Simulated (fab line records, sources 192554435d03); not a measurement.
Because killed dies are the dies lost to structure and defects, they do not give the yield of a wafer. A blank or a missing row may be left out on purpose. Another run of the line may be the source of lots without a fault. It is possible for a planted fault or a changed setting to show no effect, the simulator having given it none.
Matching of chambers || flow n5_finfet || rie_diel-02 running N5_BEOL_M11_ETCH_65: 4 sister chambers
The step etches SiARC in CF4, target depth 39 nm, time 65 s. 4 wafers are shown with their chamber, then 8 later ones without.

## WAFERS PAIRED WITH THEIR CHAMBERS
{"wafer": "L080.6", "chamber": 2, "throttle_valve_pct (%)": 15.90}
{"wafer": "L079.1", "chamber": 1, "throttle_valve_pct (%)": 15.25}
{"wafer": "L085.5", "chamber": 0, "throttle_valve_pct (%)": 15.28}
{"wafer": "L088.2", "chamber": 3, "throttle_valve_pct (%)": 16.07}

## WAFERS WHOSE CHAMBER IS MISSING
{"wafer": "L088.4", "throttle_valve_pct (%)": 16.08}
{"wafer": "L088.5", "throttle_valve_pct (%)": 15.92}
{"wafer": "L091.3", "throttle_valve_pct (%)": 15.58}
{"wafer": "L091.5", "throttle_valve_pct (%)": 15.33}
{"wafer": "L091.6", "throttle_valve_pct (%)": 15.30}
{"wafer": "L092.2", "throttle_valve_pct (%)": 15.30}
{"wafer": "L092.3", "throttle_valve_pct (%)": 15.59}
{"wafer": "L092.6", "throttle_valve_pct (%)": 15.95}

## WHICH CHAMBER EACH ONE RAN IN
{"wafer": "L088.4", "from the rows above": "can't be placed: 3 or 2", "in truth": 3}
{"wafer": "L088.5", "from the rows above": "can't be placed: 2 or 3", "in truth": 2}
{"wafer": "L091.3", "from the rows above": "can't be placed: 0 or 2 or 1 or 3", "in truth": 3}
{"wafer": "L091.5", "from the rows above": "can't be placed: 0 or 1", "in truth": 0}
{"wafer": "L091.6", "from the rows above": "can't be placed: 0 or 1", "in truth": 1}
{"wafer": "L092.2", "from the rows above": "can't be placed: 0 or 1", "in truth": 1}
{"wafer": "L092.3", "from the rows above": "can't be placed: 0 or 2 or 1 or 3", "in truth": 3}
{"wafer": "L092.6", "from the rows above": "can't be placed: 2 or 3", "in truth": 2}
Placed correctly: 0 of 8. Cannot be placed on the basis of these rows: 8; the candidates contain the true chamber in 8. Number placed wrongly: 0.
How it was worked out, from the rows above alone: a wafer's distance from a chamber is the root of the sum, over the readings, of the square of ((its reading less the chamber's mean) divided by the reading's scatter). If the next closest chamber is less than 2 further off than the closest, the wafer can't be placed; otherwise it belongs to the closest. For every chamber, the mean is computed from those of its wafers that are shown. The scatter: with one shown wafer a chamber, the root of the mean of the squares of how far each hidden wafer lies from its nearest shown one.
